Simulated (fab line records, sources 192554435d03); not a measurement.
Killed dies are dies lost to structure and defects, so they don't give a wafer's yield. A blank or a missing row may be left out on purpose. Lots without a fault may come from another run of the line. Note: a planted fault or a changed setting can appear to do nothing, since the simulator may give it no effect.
Which of the tools did it?	flow n5Finfet	11 lots, 31 wafers sampled, at 5 steps of a route of 1938

== WHAT THE GAUGES READ, wafer by wafer ==
N5_WELL_APT_INSPECT_10: inspects for defects (macro). Usual: rawDefectCount 2.1, standard deviation 1.3.
lot	measured	on	rawDefectCount	flag
L317	day 1 13:44	defectInspect-01	1 3 1	
L318	day 1 19:44	defectInspect-01	4 1 3	
L319	day 2 01:44	defectInspect-02	2 2 1	
L323	day 3 01:53	defectInspect-02	0 2 3	
L324	day 3 07:37	defectInspect-02	2 4 1	
L326	day 3 19:37	defectInspect-01	3 2 2	
L328	day 4 07:47	defectInspect-01	3 2 3	
L330	day 4 19:56	defectInspect-01	1 2 1	
L332	day 5 07:51	defectInspect-02	3 1 1	
L333	day 5 13:37	defectInspect-01	0 2	
L334	day 5 19:37	defectInspect-02	2 1	

N5_FIN_SAQP_CD_MEAS_16: target cd 35.6 nm. Usual: cdNm 35.6 nm, standard deviation 0.35.
lot	measured	on	cdNm (nm)	flag
L317	day 1 21:16	cdSem-02	35.8 35.3 36.2	
L318	day 2 03:10	cdSem-02	35.9 36.3 36.3	
L319	day 2 09:50	cdSem-01	35.9 35.0 35.2	
L323	day 3 09:14	cdSem-03	35.6 35.6 35.3	
L324	day 3 15:11	cdSem-01	35.5 35.1 35.9	
L326	day 4 03:40	cdSem-02	35.8 35.5 35.7	
L328	day 4 15:15	cdSem-02	35.0 34.9 35.0	
L330	day 5 04:29	cdSem-02	35.7 35.9 35.2	
L332	day 5 17:46	cdSem-03	36.1 36.0 35.8	
L333	day 5 22:20	cdSem-01	35.6 35.6	
L334	day 6 04:58	cdSem-02	35.6 35.3	

N5_FIN_SAQP_INSPECT_18: inspects for defects (brightfield). Usual: rawDefectCount 426, standard deviation 110.
lot	measured	on	rawDefectCount	flag
L317	day 1 21:20	defectInspect-01	440 347 395	
L318	day 2 03:14	defectInspect-01	328 433 392	
L319	day 2 09:54	defectInspect-02	422 378 447	
L323	day 3 09:18	defectInspect-01	407 295 357	
L324	day 3 15:14	defectInspect-02	394 547 485	
L326	day 4 03:43	defectInspect-02	551 402 579	
L328	day 4 15:19	defectInspect-01	289 277 304	
L330	day 5 04:33	defectInspect-01	655 669 504	
L332	day 5 17:50	defectInspect-02	266 607 480	
L333	day 5 22:24	defectInspect-02	401 593	
L334	day 6 05:01	defectInspect-02	378 383	

N5_BEOL_M4_RC_MEAS_101. Usual: DIBL_N 36.0 mV/V, standard deviation 1.7; DIBL_P 36.2 mV/V, standard deviation 1.9; IOFF_N 0.154 nA/um, standard deviation 0.028; IOFF_P 0.21 nA/um, standard deviation 0.036; ION_N 675 uA/um, standard deviation 11; ION_P 463 uA/um, standard deviation 8.3; SS_N 71.4 mV/dec, standard deviation 0.63; SS_P 73.2 mV/dec, standard deviation 0.55; VT_N 250.2 mV, standard deviation 3; VT_P -251 mV, standard deviation 3.7.
lot	measured	on	DIBL_N (mV/V)	DIBL_P (mV/V)	IOFF_N (nA/um)	IOFF_P (nA/um)	ION_N (uA/um)	ION_P (uA/um)	SS_N (mV/dec)	SS_P (mV/dec)	VT_N (mV)	VT_P (mV)	flag
L317	day 9 00:48	prober-02	37.5 34.2 36.4	37.4 33.4 35.8	0.178 0.133 0.157	0.29 0.23 0.26	673 672 666	469 475 468	71.7 70.0 71.2	73.6 73.3 73.5	248.0 251.1 253.0	-242 -245 -243	
L318	day 9 05:26	prober-01	35.0 38.3 39.0	33.2 38.5 38.7	0.116 0.186 0.196	0.17 0.26 0.26	670 688 700	455 474 477	71.2 72.9 72.4	73.0 73.9 73.9	252.2 245.6 245.2	-252 -247 -246	
L319	day 13 19:13	prober-01	34.5 36.8 37.0	35.1 38.3 39.3	0.143 0.181 0.202	0.19 0.23 0.26	664 683 688	458 470 469	71.8 71.7 72.3	73.2 74.0 73.5	250.0 249.0 244.7	-254 -251 -247	
L323	day 12 00:50	prober-02	34.7 35.7 35.7	35.6 36.4 36.5	0.134 0.155 0.146	0.18 0.20 0.19	666 679 674	460 461 465	71.4 71.4 71.2	72.7 72.8 72.5	252.2 248.9 249.6	-252 -251 -251	
L324	day 12 05:21	prober-01	36.9 35.5 36.7	37.4 35.5 36.4	0.154 0.126 0.142	0.20 0.18 0.18	673 660 670	455 455 455	71.7 72.1 71.4	73.4 72.6 73.1	252.1 252.8 250.3	-252 -252 -254	
L326	day 12 18:04	prober-02	35.3 37.6 35.9	34.8 36.5 35.5	0.139 0.168 0.142	0.19 0.21 0.19	680 674 670	463 459 453	71.2 72.3 71.2	73.5 73.3 73.5	248.6 250.2 251.0	-253 -250 -254	
L328	day 13 09:31	prober-01	38.1 36.0 37.3	39.2 36.2 37.9	0.194 0.148 0.170	0.22 0.17 0.20	699 669 677	468 449 454	71.7 71.4 71.6	73.8 73.2 73.6	248.7 251.7 249.3	-251 -256 -255	
L330	day 13 08:44	prober-02	33.4 36.1 36.1	33.4 36.3 36.0	0.116 0.161 0.152	0.18 0.22 0.21	651 667 667	457 461 459	70.2 71.7 72.3	72.5 73.4 72.6	254.3 250.3 252.9	-250 -248 -251	
L332	day 13 22:02	prober-02	35.8 36.9 35.5	34.7 37.0 34.6	0.133 0.160 0.142	0.21 0.25 0.22	668 669 665	463 465 466	70.8 71.2 70.7	73.0 73.9 72.5	252.7 245.8 247.8	-247 -246 -248	
L333	day 14 03:51	prober-01	35.0 34.4	34.9 34.3	0.141 0.138	0.18 0.18	681 684	463 466	70.7 71.4	73.4 73.2	251.4 249.5	-255 -255	
L334	day 14 18:11	prober-01	33.6 32.6	34.5 32.5	0.131 0.105	0.17 0.15	675 658	460 454	71.1 70.6	73.3 73.3	252.0 256.1	-254 -255	

== WHICH TOOL RAN EACH LOT (tool, then ch and the chambers of the sampled wafers, then the start) ==
lot	N5_PMOS_HMC_CHANNEL_EPI_ETCH_38
L317	rieSi-06 ch 1,3, day 1 17:39
L318	rieSi-06 ch 0,1,3, day 1 23:41
L319	rieSi-02 ch 0,1,3, day 2 05:30
L323	rieSi-04 ch 0,1,3, day 3 05:44
L324	rieSi-04 ch 0,1,3, day 3 11:34
L326	rieSi-02 ch 1,2,3, day 3 23:46
L328	rieSi-02 ch 0,2,3, day 4 11:34
L330	rieSi-06 ch 1,3, day 5 00:17
L332	rieSi-02 ch 0,1, day 5 12:34
L333	rieSi-02 ch 0,2, day 5 18:09
L334	rieSi-02 ch 1, day 6 01:20
- N5_PMOS_HMC_CHANNEL_EPI_ETCH_38: etches SiO2 in CF4, target depth 1.5 nm.

== WHAT THE TOOLS THEMSELVES READ (means of the sampled wafers that have a number; where no wafer has one, the mark that the record gives instead) ==
N5_PMOS_HMC_CHANNEL_EPI_ETCH_38. Usual: drypumpMotorCurrentA 5.8 A, standard deviation 0.41; oesProductAu 1.002 a.u., standard deviation 0.024; throttleValvePct 21.73 %, standard deviation 0.27.
lot	tool	drypumpMotorCurrentA (A)	oesProductAu (a.u.)	throttleValvePct (%)	flag
L317	rieSi-06	5.6	0.979	21.88	
L318	rieSi-06	5.8	0.970	22.01	
L319	rieSi-02	6.2	1.025	21.65	
L323	rieSi-04	5.7	0.999	21.63	
L324	rieSi-04	5.7	1.004	21.63	
L326	rieSi-02	6.2	1.004	21.64	
L328	rieSi-02	6.0	1.021	21.59	
L330	rieSi-06	5.6	0.984	21.89	
L332	rieSi-02	6.3	1.133	21.61	OFF
L333	rieSi-02	5.8	1.226	21.52	OFF
L334	rieSi-02	6.5	1.373	21.76	OFF

== THE ANSWER, worked out from the rows above alone ==
Rule: a lot counts as off when the mean over its wafers that have a number is more than 3 standard deviations away from the usual mean. A lot without any number at a reading at which 4 lots or more have one is off too. All remaining lots with rows at the step are treated as sound. After the gauges, taken in route order, come the tools' own readings; for these a lot's mean is taken, as printed above. At the first step where some lot is off, the reading lying furthest off is the one used; lots without a number count as furthest.
Off at N5_PMOS_HMC_CHANNEL_EPI_ETCH_38 (oesProductAu): L332, L333, L334.
A tool fits if, at that step or a process step before it, it ran every lot that is off, and no sound lot after the first of them. One fits: rieSi-02 at N5_PMOS_HMC_CHANNEL_EPI_ETCH_38. A fault onset in the window from L328 (day 4 11:34, its last sound lot) to L332 (day 5 12:34, its first lot off) fits.
The tool's own readings at N5_PMOS_HMC_CHANNEL_EPI_ETCH_38 bear it out: on the lots that are off they differ by more than 5 times the standard deviation of the sound lots' means. oesProductAu reads 1.244 a.u. there against 0.998 a.u. on the sound lots.

== WHAT THE SIMULATOR HAD PUT IN ==
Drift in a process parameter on rieSi-02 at N5_PMOS_HMC_CHANNEL_EPI_ETCH_38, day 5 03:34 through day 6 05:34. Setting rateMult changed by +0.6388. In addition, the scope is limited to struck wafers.
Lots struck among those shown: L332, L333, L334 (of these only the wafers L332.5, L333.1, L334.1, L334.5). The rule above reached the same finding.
